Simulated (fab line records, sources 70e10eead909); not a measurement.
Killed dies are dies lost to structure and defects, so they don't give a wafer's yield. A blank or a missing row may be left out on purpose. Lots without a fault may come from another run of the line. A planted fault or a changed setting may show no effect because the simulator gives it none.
Which tool did it? | flow nand_harc | 24 lots, 72 wafers sampled, at 4 steps of a route of 1302

WHAT THE GAUGES READ, wafer by wafer
NHARC_P_M1_CD_MEAS_16.
lot  | measured     | on        | cd_nm (nm)
L074 | day 6 05:44  | cd_sem-02 | 128.6 129.1 128.7
L075 | day 6 20:58  | cd_sem-01 | 130.8 130.9 130.9
L076 | day 6 21:31  | cd_sem-01 | 130.9 131.6 130.2
L077 | day 7 12:18  | cd_sem-01 | 129.5 129.3 129.0
L078 | day 7 19:36  | cd_sem-03 | 129.0 129.9 129.3
L079 | day 8 11:56  | cd_sem-03 | 129.6 129.9 129.8
L080 | day 8 21:38  | cd_sem-02 | 129.8 130.3 129.9
L081 | day 9 09:46  | cd_sem-01 | 128.8 129.8 129.7
L082 | day 9 22:37  | cd_sem-03 | 128.2 130.0 130.1
L083 | day 10 05:51 | cd_sem-03 | 130.2 129.3 128.4
L084 | day 10 20:44 | cd_sem-01 | 128.4 129.2 129.4
L086 | day 11 04:31 | cd_sem-02 | 130.0 129.9 129.1
L085 | day 11 04:58 | cd_sem-02 | 129.3 130.9 129.7
L087 | day 11 16:14 | cd_sem-03 | 130.4 129.9 130.8
L088 | day 12 08:24 | cd_sem-02 | 129.7 128.2 128.8
L089 | day 12 19:07 | cd_sem-03 | 129.4 129.8 129.2
L090 | day 12 22:22 | cd_sem-01 | 130.0 130.1 129.7
L091 | day 13 11:37 | cd_sem-03 | 130.3 130.9 129.4
L092 | day 13 20:28 | cd_sem-03 | 130.8 130.0 130.2
L093 | day 13 21:09 | cd_sem-03 | 129.4 129.7 130.6
L094 | day 14 11:02 | cd_sem-03 | 129.5 130.0 129.9
L095 | day 14 21:28 | cd_sem-03 | 129.6 129.7 128.6
L096 | day 15 06:24 | cd_sem-01 | 129.6 128.5 129.2
L097 | day 15 21:22 | cd_sem-01 | 129.4 130.7 131.1

WHICH TOOL RAN EACH LOT (tool, then ch and the chambers of the sampled wafers, then the start)
lot  | NHARC_P_GATE_DESCUM_31             | NHARC_P_GATE_DEGAS_109       | NHARC_P_M0_PRE_CLEAN_31
L074 | rie_diel-07 ch 0,1,2, day 5 00:24  | pvd_sputter-02, day 5 18:26  | pecvd-01 ch 0,2, day 6 03:53
L075 | rie_diel-05 ch 0,1,2, day 5 13:39  | pvd_sputter-03, day 6 09:10  | pecvd-03 ch 0,1,2, day 6 19:10
L076 | rie_diel-12 ch 0,1,2, day 5 13:47  | pvd_sputter-02, day 6 09:58  | pecvd-03 ch 0,1, day 6 19:38
L077 | rie_diel-12 ch 1,2, day 6 07:47    | pvd_sputter-01, day 7 01:05  | pecvd-04 ch 0,1,2, day 7 10:28
L078 | rie_diel-12 ch 0,1,2, day 6 14:58  | pvd_sputter-03, day 7 08:12  | pecvd-03 ch 0,1, day 7 17:39
L079 | rie_diel-12 ch 1,2,3, day 7 04:02  | pvd_sputter-03, day 7 23:37  | pecvd-04 ch 0,1,2, day 8 09:54
L080 | rie_diel-05 ch 0,1, day 7 17:05    | pvd_sputter-02, day 8 10:26  | pecvd-04 ch 1,2, day 8 19:55
L081 | rie_diel-12 ch 1,3, day 8 04:56    | pvd_sputter-03, day 8 22:24  | pecvd-03 ch 0,1,2, day 9 07:58
L082 | rie_diel-05 ch 1,2,3, day 8 18:13  | pvd_sputter-01, day 9 11:17  | pecvd-04 ch 0,1,2, day 9 20:55
L083 | rie_diel-12 ch 1,3, day 9 01:41    | pvd_sputter-02, day 9 18:47  | pecvd-04 ch 0,1, day 10 04:10
L084 | rie_diel-07 ch 0,2,3, day 9 16:04  | pvd_sputter-02, day 10 09:20 | pecvd-01 ch 0,1,2, day 10 18:55
L086 | rie_diel-05 ch 0,1,2, day 10 00:17 | pvd_sputter-03, day 10 17:20 | pecvd-03 ch 0,1,2, day 11 02:43
L085 | rie_diel-12 ch 0,1,3, day 10 00:25 | pvd_sputter-02, day 10 17:39 | pecvd-04 ch 0,1, day 11 03:08
L087 | rie_diel-07 ch 0,1,3, day 10 11:34 | pvd_sputter-03, day 11 04:53 | pecvd-03 ch 0,1,2, day 11 14:25
L088 | rie_diel-05 ch 0,1,2, day 11 03:40 | pvd_sputter-02, day 11 20:44 | pecvd-03 ch 0,1,2, day 12 06:41
L089 | rie_diel-07 ch 0,1,3, day 11 14:32 | pvd_sputter-03, day 12 07:56 | pecvd-03 ch 0,2, day 12 17:17
L090 | rie_diel-05 ch 1,2,3, day 11 17:44 | pvd_sputter-02, day 12 11:01 | pecvd-01 ch 0,1, day 12 20:33
L091 | rie_diel-07 ch 0,1,2, day 12 06:23 | pvd_sputter-03, day 12 23:22 | pecvd-01 ch 0,1, day 13 09:46
L092 | rie_diel-07 ch 0,1,3, day 12 16:09 | pvd_sputter-02, day 13 09:15 | pecvd-03 ch 0,2, day 13 18:48
L093 | rie_diel-05 ch 2,3, day 12 16:34   | pvd_sputter-01, day 13 09:52 | pecvd-01 ch 0,1,2, day 13 19:22
L094 | rie_diel-05 ch 1,2,3, day 13 06:25 | pvd_sputter-02, day 13 23:49 | pecvd-04 ch 0,2, day 14 09:13
L095 | rie_diel-07 ch 1,2,3, day 13 16:46 | pvd_sputter-01, day 14 10:23 | pecvd-03 ch 1,2, day 14 19:49
L096 | rie_diel-05 ch 0,2,3, day 14 01:40 | pvd_sputter-01, day 14 18:53 | pecvd-04 ch 0,2, day 15 04:34
L097 | rie_diel-07 ch 0,3, day 14 16:18   | pvd_sputter-01, day 15 09:41 | pecvd-01 ch 0,1,2, day 15 19:34
- NHARC_P_GATE_DESCUM_31: chemistry O2, time 3 s.
- NHARC_P_GATE_DEGAS_109: time 60 s.
- NHARC_P_M0_PRE_CLEAN_31: time 12 s.

WHAT THE TOOLS THEMSELVES READ (means of the sampled wafers that have a number; where no wafer has one, the mark that the record gives instead)
NHARC_P_GATE_DESCUM_31.
lot  | tool        | drypump_motor_current_A (A) | oes_product_au (a.u.) | rf_vpp_V (V) | showerhead_plenum_p_Torr (Torr) | throttle_valve_pct (%)
L074 | rie_diel-07 | 5.9                         | 0.992                 | 57.0         | 1.95                            | 11.308
L075 | rie_diel-05 | 5.4                         | 0.994                 | 57.7         | 1.90                            | 11.303
L076 | rie_diel-12 | 5.5                         | 1.004                 | 57.1         | 2.03                            | 11.312
L077 | rie_diel-12 | 5.7                         | 1.009                 | 58.4         | 2.00                            | 11.313
L078 | rie_diel-12 | 5.5                         | 1.005                 | 58.1         | 2.03                            | 11.318
L079 | rie_diel-12 | 5.3                         | 1.009                 | 58.0         | 1.96                            | 11.309
L080 | rie_diel-05 | 5.5                         | 0.994                 | 57.3         | 1.86                            | 11.318
L081 | rie_diel-12 | 5.0                         | 1.012                 | 57.4         | 1.89                            | 11.306
L082 | rie_diel-05 | 5.5                         | 1.001                 | 58.0         | 1.90                            | 11.309
L083 | rie_diel-12 | 5.0                         | 1.023                 | 56.9         | 1.89                            | 11.315
L084 | rie_diel-07 | 6.4                         | 0.998                 | 58.1         | 1.94                            | 11.308
L086 | rie_diel-05 | 5.4                         | 0.990                 | 58.0         | 1.90                            | 11.314
L085 | rie_diel-12 | 5.1                         | 1.015                 | 58.8         | 1.96                            | 11.308
L087 | rie_diel-07 | 6.1                         | 0.997                 | 57.3         | 1.89                            | 11.322
L088 | rie_diel-05 | 5.4                         | 0.999                 | 57.3         | 1.90                            | 11.312
L089 | rie_diel-07 | 6.1                         | 0.994                 | 57.6         | 1.89                            | 11.305
L090 | rie_diel-05 | 5.5                         | 1.006                 | 58.1         | 1.90                            | 11.306
L091 | rie_diel-07 | 5.9                         | 1.006                 | 57.4         | 1.95                            | 11.308
L092 | rie_diel-07 | 6.1                         | 0.998                 | 57.3         | 1.89                            | 11.316
L093 | rie_diel-05 | 5.4                         | 1.001                 | 58.7         | 1.94                            | 11.309
L094 | rie_diel-05 | 5.5                         | 1.010                 | 57.4         | 1.90                            | 11.312
L095 | rie_diel-07 | 5.9                         | 1.006                 | 57.0         | 1.94                            | 11.307
L096 | rie_diel-05 | 5.5                         | 1.002                 | 57.9         | 1.93                            | 11.314
L097 | rie_diel-07 | 6.6                         | 1.011                 | 57.3         | 1.89                            | 11.309

NHARC_P_GATE_DEGAS_109.
lot  | tool           | heater_power_w (W)
L074 | pvd_sputter-02 | 507
L075 | pvd_sputter-03 | 460
L076 | pvd_sputter-02 | 522
L077 | pvd_sputter-01 | 459
L078 | pvd_sputter-03 | 468
L079 | pvd_sputter-03 | 458
L080 | pvd_sputter-02 | 512
L081 | pvd_sputter-03 | 438
L082 | pvd_sputter-01 | 473
L083 | pvd_sputter-02 | 522
L084 | pvd_sputter-02 | 515
L086 | pvd_sputter-03 | 443
L085 | pvd_sputter-02 | 500
L087 | pvd_sputter-03 | 475
L088 | pvd_sputter-02 | 524
L089 | pvd_sputter-03 | 475
L090 | pvd_sputter-02 | 504
L091 | pvd_sputter-03 | 463
L092 | pvd_sputter-02 | 534
L093 | pvd_sputter-01 | 455
L094 | pvd_sputter-02 | 523
L095 | pvd_sputter-01 | 462
L096 | pvd_sputter-01 | 464
L097 | pvd_sputter-01 | 471

NHARC_P_M0_PRE_CLEAN_31.
lot  | tool     | heater_power_w (W)
L074 | pecvd-01 | 548
L075 | pecvd-03 | 655
L076 | pecvd-03 | 701
L077 | pecvd-04 | 590
L078 | pecvd-03 | 637
L079 | pecvd-04 | 652
L080 | pecvd-04 | 673
L081 | pecvd-03 | 669
L082 | pecvd-04 | 590
L083 | pecvd-04 | 648
L084 | pecvd-01 | 633
L086 | pecvd-03 | 706
L085 | pecvd-04 | 593
L087 | pecvd-03 | 690
L088 | pecvd-03 | 711
L089 | pecvd-03 | 715
L090 | pecvd-01 | 672
L091 | pecvd-01 | 672
L092 | pecvd-03 | 802
L093 | pecvd-01 | 633
L094 | pecvd-04 | 565
L095 | pecvd-03 | 620
L096 | pecvd-04 | 610
L097 | pecvd-01 | 563

THE ANSWER, worked out from the rows above alone
Rule: what is usual is taken from the lots themselves. Put in order of their means at a reading, lots are off if they are a third of the lots or fewer, leave a main group of 4 or more, and stand apart from it by a gap of 3 or more times the standard deviation of the main group's means; of several such gaps the widest counts. A main group whose means are all the same, to the digits that the tables above print for the reading, isn't used. A lot without any number at a reading at which 4 lots or more have one is off too. The other lots that the step has rows for count as sound. The gauges are gone through in route order, then the tools' own readings, and for those a lot's mean is taken as printed above. The first step at which some lot is off is used, and at that step the reading that is off furthest; a lot without a number counts as furthest.
No lot is off at any reading shown: from this, nothing can be told.

WHAT THE SIMULATOR HAD PUT IN
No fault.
